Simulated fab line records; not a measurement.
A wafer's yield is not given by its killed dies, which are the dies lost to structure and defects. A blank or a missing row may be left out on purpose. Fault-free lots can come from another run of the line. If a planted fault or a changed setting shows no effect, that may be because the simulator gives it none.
Matching of chambers + flow n5Finfet + N5_BEOL_M0_CO_CAP_123 on cvdCo-01: 3 sister chambers
The step material Co, precursor CCTBA/H2, target thk 2 nm, time 102.1 s. 24 wafers are shown with their chamber, then 12 later ones without.

== WAFERS PAIRED WITH THEIR CHAMBERS ==
| wafer  | chamber | heaterPowerW (W) |
|--------|---------|------------------|
| L074.1 | 2       | 299              |
| L074.2 | 0       | 236              |
| L074.5 | 2       | 302              |
| L075.3 | 0       | 245              |
| L075.4 | 2       | 311              |
| L075.5 | 0       | 246              |
| L076.1 | 2       | 308              |
| L076.2 | 0       | 239              |
| L076.3 | 0       | 248              |
| L080.2 | 2       | 308              |
| L080.3 | 1       | 208              |
| L080.4 | 0       | 244              |
| L084.3 | 2       | 313              |
| L084.5 | 2       | 307              |
| L084.6 | 1       | 207              |
| L086.3 | 0       | 238              |
| L086.4 | 2       | 305              |
| L086.5 | 0       | 243              |
| L087.3 | 2       | 306              |
| L087.4 | 0       | 245              |
| L087.5 | 0       | 244              |
| L090.4 | 0       | 246              |
| L090.5 | 0       | 247              |
| L090.6 | 2       | 307              |

SIGNATURES (averages over the wafers above)
| reading      | chamber 0 | chamber 1 | chamber 2 | scatter within a chamber |
|--------------|-----------|-----------|-----------|--------------------------|
| heaterPowerW | 243.42    | 207.50    | 306.60    | 3.8                      |
Rule: for each reading, subtract the chamber's mean from the wafer's reading, divide by that reading's scatter and square the result; add these up over the readings and take the root, which gives the wafer's distance from the chamber. The wafer belongs to the nearest chamber; if the next one is less than 2 further off, it can't be placed. How the scatter is found: for the shown wafers, subtract from each reading the mean of its chamber, square and add these, divide the total by (wafers less chambers), then take the root.

== WAFERS MISSING THEIR CHAMBER ==
| wafer  | heaterPowerW (W) |
|--------|------------------|
| L093.1 | 254              |
| L093.4 | 252              |
| L093.5 | 239              |
| L095.4 | 247              |
| L095.5 | 245              |
| L095.6 | 307              |
| L096.1 | 236              |
| L096.3 | 305              |
| L096.5 | 313              |
| L097.2 | 250              |
| L097.4 | 212              |
| L097.5 | 300              |

== WHICH CHAMBER EACH WENT THROUGH ==
| wafer  | from the rows above | in truth |
|--------|---------------------|----------|
| L093.1 | 0                   | 0        |
| L093.4 | 0                   | 0        |
| L093.5 | 0                   | 0        |
| L095.4 | 0                   | 0        |
| L095.5 | 0                   | 0        |
| L095.6 | 2                   | 2        |
| L096.1 | 0                   | 0        |
| L096.3 | 2                   | 2        |
| L096.5 | 2                   | 2        |
| L097.2 | 0                   | 0        |
| L097.4 | 1                   | 1        |
| L097.5 | 2                   | 2        |
Correctly placed: 12 of 12. From these rows, 0 cannot be placed. 0 placed wrongly.
